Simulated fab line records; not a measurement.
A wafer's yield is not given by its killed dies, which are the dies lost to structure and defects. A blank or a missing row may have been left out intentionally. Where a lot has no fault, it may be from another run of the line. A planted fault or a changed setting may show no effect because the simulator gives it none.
fab line records    flow nand_harc
record lots=13  wafers=38  last_day=26
route steps=1159 shown P_CONTACT@217 END@1159
lots untouched by any fault: they come from a run of this same line in which no faults occurred
start_h: the number of hours between the record's first day and the start of the first shown wafer of the lot    wait_h: hours elapsed since this lot's preceding step    " repeats the value in the row above    L1.1+2: several wafers, shown together as one row    - no value, or no start was given    * or withheld: withheld    < > ~ a bound
route shown NAME@n: NAME is a module with steps in the file, n the number in the route of the first one    usual: mean/standard deviation taken from wafers without a fault    same: alike in all rows    chamber/n: place in a boat    sites: readings site by site    _std_site: standard deviation across them    _edge_site: outer sites' mean less inner sites'    radius_mm: how far each site lies from the wafer's centre    mask NAME#n: copy n    behind: tool/chamber where the wafer was last shaped    hold: the reason the lot was held/the length of the hold in hours/how it ended    device: transistor that didn't switch, given as n, p or np    end of line: the tests these same wafers got at the end of their route    step lacking rows: just its recipe    killed: not the wafer's yield, but the dies lost to structure and defects at the first sort    map: a wafer's dies, x killed, . not, _ none there
set.NAME: setting as actually run; set.NAME@STEP: the setting as run at that earlier step    model.NAME: the simulator's own value behind a step, which no gauge read
one table for each step of the route and one row for each wafer, over a sample of lots
services: when a tool's chamber went out of use (start_h, in hours from the record's first day, below 0 if earlier), for how many hours, and the reason
## steps
# step NHARC_P_CONTACT_DEP_30
# recipe target_thk_a=300  temp_c=400  target_thk_nm=30  flow_sccm=200  rf_w=450  material=SiNx
# usual heater_power_w=726/79
lot.wafer  tool      chamber  start_h  wait_h  heater_power_w
L113.3     pecvd-02  1        110.23   0.1     697
L113.1     "         0        "        "       638
L113.6     "         0        "        "       636
L114.3     pecvd-01  2        116.22   0.3     853
L114.4     "         1        "        "       719
L114.5     "         2        "        "       860
L115.1     pecvd-02  2        117.00   0.1     616
L115.3     "         0        "        "       649
L115.6     "         2        "        "       631
L116.3     pecvd-03  0        132.47   0.1     746
L116.6     "         0        "        "       747
L116.5     "         1        "        "       710
L117.3     pecvd-02  1        133.40   0.1     728
L117.1     "         2        "        "       662
L117.5     "         1        "        "       732
L118.3     pecvd-02  0        138.08   0.1     628
L118.2     "         2        "        "       630
L118.4     "         1        "        "       643
L122.3     pecvd-03  2        162.39   0.1     680
L122.1     "         1        "        "       712
L122.5     "         2        "        "       698
L124.6     pecvd-03  0        177.10   0.2     718
L124.4     "         1        "        "       678
L126.3     pecvd-01  0        186.59   0.2     763
L126.1     "         2        "        "       797
L126.5     "         1        "        "       701
L127.1     pecvd-03  1        193.94   0.1     730
L127.2     "         2        "        "       822
L127.6     "         0        "        "       771
L130.3     pecvd-01  2        216.41   0.1     890
L130.5     "         2        "        "       882
L130.4     "         0        "        "       726
L134.2     pecvd-02  0        235.72   0.1     774
L134.1     "         2        "        "       536
L134.4     "         0        "        "       761
L135.3     pecvd-03  0        241.62   0.1     757
L135.5     "         0        "        "       754
L135.6     "         1        "        "       661
# step NHARC_P_CONTACT_ETCH_36
# recipe target_depth_a=2600  over_etch_frac=0.25  time_s=406.25  ion_energy_ev=200  n2_flow_sccm=150  h2_flow_sccm=150  ar_flow_sccm=0  rf_w=400  bias_w=150  chemistry=N2/H2
# usual drypump_motor_current_A=5.5/0.48  mfc_ar_sccm=0.006/0.0098  oes_product_au=1.006/0.014  rf_vpp_V=430.7/2.5  run_length_s=427.7/0.42  showerhead_plenum_p_Torr=2.04/0.087  throttle_valve_pct=14.170/0.0087
lot.wafer  tool         chamber  start_h  wait_h  drypump_motor_current_A  mfc_ar_sccm  oes_product_au  rf_hours_counter_h  rf_vpp_V  run_length_s  showerhead_plenum_p_Torr  throttle_valve_pct
L113.1     rie_diel-01  2        112.16   -       5.7                      0            0.980           14                  434.7     427.2         2.19                      14.168
L113.3     "            3        "        "       5.8                      0.006        1.012           13                  429.3     428.5         1.97                      14.177
L113.6     "            2        "        "       5.7                      0            0.991           -                   435.5     427.6         2.19                      14.157
L114.3     rie_diel-01  0        118.07   -       4.9                      0            1.013           14                  431.3     427.3         2.05                      14.181
L114.4     "            1        "        "       5.2                      0            1.034           15                  426.7     427.4         1.96                      14.173
L114.5     "            1        "        "       5.2                      0            1.024           -                   428.2     427.6         1.96                      14.178
L115.1     rie_diel-12  3        118.83   -       6.0                      0            0.989           30                  432.5     427.6         2.12                      14.181
L115.3     "            2        "        "       6.2                      0            1.012           31                  434.4     426.9         2.17                      14.165
L115.6     "            3        "        "       6.0                      0            0.989           -                   432.5     427.1         2.12                      14.171
L116.3     rie_diel-04  3        134.38   -       6.5                      0.030        0.987           0                   430.9     427.6         2.09                      14.167
L116.5     "            3        "        "       6.5                      0.030        0.984           -                   432.2     428.2         2.09                      14.163
L116.6     "            0        "        "       5.3                      0            1.016           -                   427.2     427.6         1.95                      14.183
L117.1     rie_diel-04  1        135.34   -       5.0                      0.017        1.016           1                   428.6     427.8         2.00                      14.180
L117.3     "            2        "        "       5.3                      0            1.013           1                   433.9     428.1         2.16                      14.167
L117.5     "            3        "        "       6.5                      0.030        0.984           -                   432.4     427.5         2.09                      14.173
L118.2     rie_diel-04  1        139.86   -       5.0                      0.017        1.013           2                   429.5     427.8         2.01                      14.172
L118.3     "            2        "        "       5.4                      0            1.025           2                   434.4     427.6         2.16                      14.161
L118.4     "            0        "        "       5.3                      0            1.009           2                   427.9     427.4         1.95                      14.181
L122.3     rie_diel-01  2        164.38   -       5.7                      0            0.993           2                   434.8     427.3         2.19                      14.148
L122.1     "            3        "        "       5.8                      0.006        0.996           2                   428.5     428.3         1.97                      14.194
L122.5     "            3        "        "       5.8                      0.006        0.989           -                   427.8     428.4         1.97                      14.164
L124.4     rie_diel-04  2        178.98   -       5.3                      0            1.019           7                   433.6     428.0         2.16                      14.167
L124.6     "            1        "        "       5.0                      0.017        1.001           -                   428.2     320.4         2.00                      14.165
L126.1     rie_diel-04  2        188.38   -       5.3                      0            1.018           8                   433.5     427.4         2.16                      14.170
L126.3     "            0        "        "       5.3                      0            1.015           7                   428.1     427.9         1.95                      14.156
L126.5     "            3        "        "       6.5                      0.030        0.990           -                   433.4     321.0         2.09                      14.175
L127.1     rie_diel-04  3        195.86   -       6.5                      0.030        0.984           8                   431.4     427.5         2.09                      14.168
L127.2     "            1        "        "       5.0                      0.017        1.020           8                   430.9     428.4         2.00                      14.168
L127.6     "            3        "        "       6.5                      0.030        0.984           -                   432.0     320.3         2.09                      14.184
L130.4     rie_diel-01  2        218.18   -       5.7                      0            0.995           7                   434.2     427.2         2.19                      14.179
L130.3     "            0        "        "       4.9                      0            0.991           4                   429.7     427.6         2.05                      14.151
L130.5     "            1        "        "       5.2                      0            1.007           -                   427.4     427.5         1.95                      14.162
L134.1     rie_diel-01  3        237.63   -       5.8                      0.006        1.010           8                   428.8     428.5         1.97                      14.169
L134.4     "            0        "        "       4.9                      0            0.991           6                   430.6     427.4         2.05                      14.164
L134.2     "            2        "        "       5.8                      0            1.003           9                   435.0     427.0         2.19                      14.179
L135.3     rie_diel-12  3        243.52   -       6.0                      0            1.001           12                  432.4     427.2         2.10                      14.178
L135.5     "            3        "        "       6.0                      0            0.993           -                   432.1     427.2         2.10                      14.160
L135.6     "            0        "        "       5.7                      0            1.017           -                   430.0     427.7         2.03                      14.157
# step NHARC_P_CONTACT_CD_MEAS_19
# usual cd_nm=89.4/2.4
lot.wafer  tool       chamber  start_h  wait_h  cd_nm
L113.1     cd_sem-03  -        112.83   -       88.1
L113.3     "          -        "        "       87.5
L113.6     "          -        "        "       88.7
L114.3     cd_sem-02  -        118.78   -       89.4
L114.4     "          -        "        "       91.2
L114.5     "          -        "        "       90.8
L115.1     cd_sem-01  -        119.71   -       86.1
L115.3     "          -        "        "       88.2
L115.6     "          -        "        "       86.7
L116.3     cd_sem-01  -        135.08   -       90.9
L116.5     "          -        "        "       89.2
L116.6     "          -        "        "       91.3
L117.1     cd_sem-02  -        135.97   -       86.9
L117.3     "          -        "        "       85.3
L117.5     "          -        "        "       92.8
L118.2     cd_sem-03  -        140.56   -       87.5
L118.3     "          -        "        "       87.1
L118.4     "          -        "        "       91.3
L122.1     cd_sem-03  -        165.16   -       90.4
L122.3     "          -        "        "       87.6
L122.5     "          -        "        "       92.3
L124.4     cd_sem-01  -        179.71   -       85.7
L124.6     "          -        "        "       85.7
L126.1     cd_sem-01  -        189.08   -       80.9
L126.3     "          -        "        "       90.8
L126.5     "          -        "        "       88.4
L127.1     cd_sem-03  -        196.55   -       91.1
L127.2     "          -        "        "       85.3
L127.6     "          -        "        "       88.8
L130.3     cd_sem-02  -        218.85   -       89.3
L130.4     "          -        "        "       86.7
L130.5     "          -        "        "       89.6
L134.1     cd_sem-01  -        238.34   -       93.8
L134.2     "          -        "        "       88.0
L134.4     "          -        "        "       87.8
L135.3     cd_sem-01  -        244.25   -       88.8
L135.5     "          -        "        "       86.6
L135.6     "          -        "        "       89.8
# step NHARC_P_CONTACT_DEGAS_38
# recipe temp_c=300  time_s=60
# usual heater_power_w=460/41
lot.wafer  tool            chamber  start_h  wait_h  heater_power_w
L113.1     pvd_sputter-02  -        113.54   -       378
L113.3     "               -        "        "       426
L113.6     "               -        "        "       374
L114.3     pvd_sputter-01  -        119.49   -       408
L114.4     "               -        "        "       501
L114.5     "               -        "        "       414
L115.1     pvd_sputter-02  -        120.44   -       464
L115.3     "               -        "        "       429
L115.6     "               -        "        "       489
L116.3     pvd_sputter-03  -        135.79   -       530
L116.5     "               -        "        "       429
L116.6     "               -        "        "       535
L117.3     pvd_sputter-01  -        136.68   -       415
L117.1     "               -        "        "       500
L117.5     "               -        "        "       415
L118.4     pvd_sputter-01  -        141.27   -       499
L118.2     "               -        "        "       435
L118.3     "               -        "        "       404
L122.1     pvd_sputter-02  -        165.89   -       427
L122.3     "               -        "        "       370
L122.5     "               -        "        "       414
L124.4     pvd_sputter-01  -        180.47   -       445
L124.6     "               -        "        "       496
L126.1     pvd_sputter-01  -        189.79   -       418
L126.3     "               -        "        "       429
L126.5     "               -        "        "       438
L127.1     pvd_sputter-02  -        197.32   -       485
L127.2     "               -        "        "       367
L127.6     "               -        "        "       463
L130.3     pvd_sputter-03  -        219.57   -       472
L130.4     "               -        "        "       467
L130.5     "               -        "        "       467
L134.2     pvd_sputter-02  -        239.05   -       482
L134.1     "               -        "        "       405
L134.4     "               -        "        "       439
L135.3     pvd_sputter-01  -        244.97   -       443
L135.5     "               -        "        "       428
L135.6     "               -        "        "       439
# step NHARC_END_SORT_01
# recipe temp_c=25
# usual killed_at_array=27/12  killed_at_other=0.9/1.1  killed_at_periphery=3.2/2.4  killed_dies=31/12  killed_open=3.3/1.7  killed_short=2.0/1.6
# same gross_dies=677
lot.wafer  tool       chamber  start_h  wait_h  killed_at_array  killed_at_other  killed_at_periphery  killed_dies  killed_open  killed_short
L126.1     prober-01  0        579.11   2.5     23               1                1                    25           3            2
L126.3     prober-01  0        580.73   3.1     30               0                0                    30           5            1
L126.5     prober-01  0        582.34   3.7     24               1                646                  671          3            3
L124.4     prober-02  0        581.44   3.4     41               1                5                    47           5            2
L124.6     prober-02  0        583.05   4.0     47               3                626                  676          5            2
L127.1     prober-01  0        586.91   2.5     20               3                4                    27           2            1
L127.2     prober-01  0        587.71   2.8     30               2                0                    32           2            2
L127.6     prober-01  0        590.90   4.0     37               0                630                  667          0            1
# killed by level:class
L126.1 A_CHANNEL_HOLE_D1:chamber_film_flake=17 A_STAIRCASE:chamber_film_flake=2 P_GATE:geometric_particle:open=1 A_ONON_D1:geometric_particle:short=1 A_SGD_CUT:geometric_particle:open=1 A_WL_FILL:geometric_particle:short=1 STARTING-WAFER:geometric_particle:open=1 A_CONTACT:chamber_film_flake=1
L126.3 A_CHANNEL_HOLE_D1:chamber_film_flake=17 A_STAIRCASE:chamber_film_flake=4 A_CONTACT:geometric_particle:open=3 A_WL_FILL:geometric_particle:open=2 A_CONTACT:geometric_particle:short=1 A_WL_FILL:chamber_film_flake=1 A_CONTACT:chamber_film_flake=1 A_BLC:chamber_film_flake=1
L124.4 A_CHANNEL_HOLE_D1:chamber_film_flake=18 A_SLIT:chamber_film_flake=13 A_CONTACT:geometric_particle:open=2 A_CHANNEL_FILL_D1:chamber_film_flake=2 A_CONTACT:chamber_film_flake=2 P_GATE:geometric_particle:open=1 A_ONON_D1:geometric_particle:open=1 A_ONON_D1:geometric_particle:short=1
L126.5 P_CONTACT:area_etch=646 A_CHANNEL_HOLE_D1:chamber_film_flake=13 A_CHANNEL_HOLE_D1:geometric_particle:short=2 A_WL_FILL:chamber_film_flake=2 A_WL_FILL:geometric_particle:open=1 A_CONTACT:geometric_particle:open=1 A_BLC:geometric_particle:open=1 A_M1:geometric_particle:short=1
L124.6 P_CONTACT:area_etch=622 A_CHANNEL_HOLE_D1:chamber_film_flake=18 A_SLIT:chamber_film_flake=16 A_STAIRCASE:chamber_film_flake=5 A_CONTACT:chamber_film_flake=3 A_M1:geometric_particle:open=2 P_M2:chamber_film_flake=2 P_M0:geometric_particle:open=1
L127.1 A_SLIT:chamber_film_flake=9 A_CHANNEL_HOLE_D1:chamber_film_flake=6 P_GATE:chamber_film_flake=2 A_CONTACT:chamber_film_flake=2 THIN_TSV:chamber_film_flake=2 P_GATE:geometric_particle:open=1 A_WL_FILL:geometric_particle:open=1 STARTING-WAFER:geometric_particle:short=1
L127.2 A_SLIT:chamber_film_flake=13 A_CHANNEL_HOLE_D1:chamber_film_flake=9 A_CONTACT:chamber_film_flake=2 THIN_TSV:chamber_film_flake=2 A_ONON_D1:geometric_particle:open=1 A_CHANNEL_HOLE_D1:geometric_particle:short=1 A_SGD_CUT:geometric_particle:short=1 A_CONTACT:geometric_particle:open=1
L127.6 P_CONTACT:area_etch=628 A_SLIT:chamber_film_flake=18 A_CHANNEL_HOLE_D1:chamber_film_flake=12 A_CONTACT:chamber_film_flake=3 A_M0:chamber_film_flake=2 P_M1:geometric_particle:short=1 P_GATE:chamber_film_flake=1 A_STAIRCASE:chamber_film_flake=1
## services
tool            chamber  start_h  hours  kind
rie_diel-01     3        89.62    5.3    repair
rie_diel-04     0        90.90    -      clean
rie_diel-04     1        90.90    -      clean
rie_diel-04     2        90.90    -      clean
rie_diel-04     3        90.90    -      clean
pvd_sputter-03  -        102.02   10.0   pm
pecvd-03        -        111.20   13.0   pm
rie_diel-04     -        111.90   9.0    pm
rie_diel-04     0        111.90   9.0    vent_cycle
rie_diel-04     1        111.90   9.0    vent_cycle
rie_diel-04     2        111.90   9.0    vent_cycle
rie_diel-01     -        137.80   9.0    pm
pecvd-02        -        153.00   13.0   pm
rie_diel-12     2        157.51   2.8    repair
pvd_sputter-01  -        158.02   10.0   pm
rie_diel-12     1        169.21   14.6   repair
pvd_sputter-02  -        171.65   6.4    repair
rie_diel-01     -        172.81   9.5    repair
pecvd-01        -        197.14   2.9    repair
rie_diel-12     -        202.45   9.0    pm
pvd_sputter-02  -        214.00   10.0   pm
pecvd-02        1        220.50   8.3    repair
pecvd-03        0        221.68   15.8   repair
pecvd-01        -        237.40   13.0   pm
## key
first_sign step=NHARC_P_CONTACT_ETCH_36  reading=run_length_s  direction=down  sigmas=99+  usual=*  struck=*
effect step=NHARC_END_SORT_01  reading=killed_at_periphery  direction=up  sigmas=99+  usual=3.2  struck=634
more_kills_born_at NHARC_P_CONTACT_ETCH_36@rie_diel-04=1896
met_at NHARC_P_CONTACT_ETCH_36
struck_lots L124,L126,L127
struck_wafers L124.6,L126.5,L127.6
later_rows_left_out L124.6,L126.5,L127.6
tester_left_out L124,L126,L127
not_acting_at NHARC_P_CONTACT_DEP_30,NHARC_P_CONTACT_CD_MEAS_19,NHARC_P_CONTACT_DEGAS_38
onset_between 139.86 178.98
fault kind=process_parameter_drift  tool=rie_diel-04  chamber=-  onset_h=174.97  steps=NHARC_P_CONTACT_ETCH_36  channel=time_s  offset=*  shape=step  end_h=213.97  scope=struck_wafers_only  acts_in=*  stated=*
# tester_left_out: of these lots the tester's yield and bins aren't shown, on N5 and GAA mostly nor the transistor test; their killed dies are dies lost to structure and defects alone, not to doping, threshold or leakage, so they don't give the yield
# later_rows_left_out: the simulator's readings of these wafers behind a module that went badly wrong aren't trusted and aren't shown, but for the sort
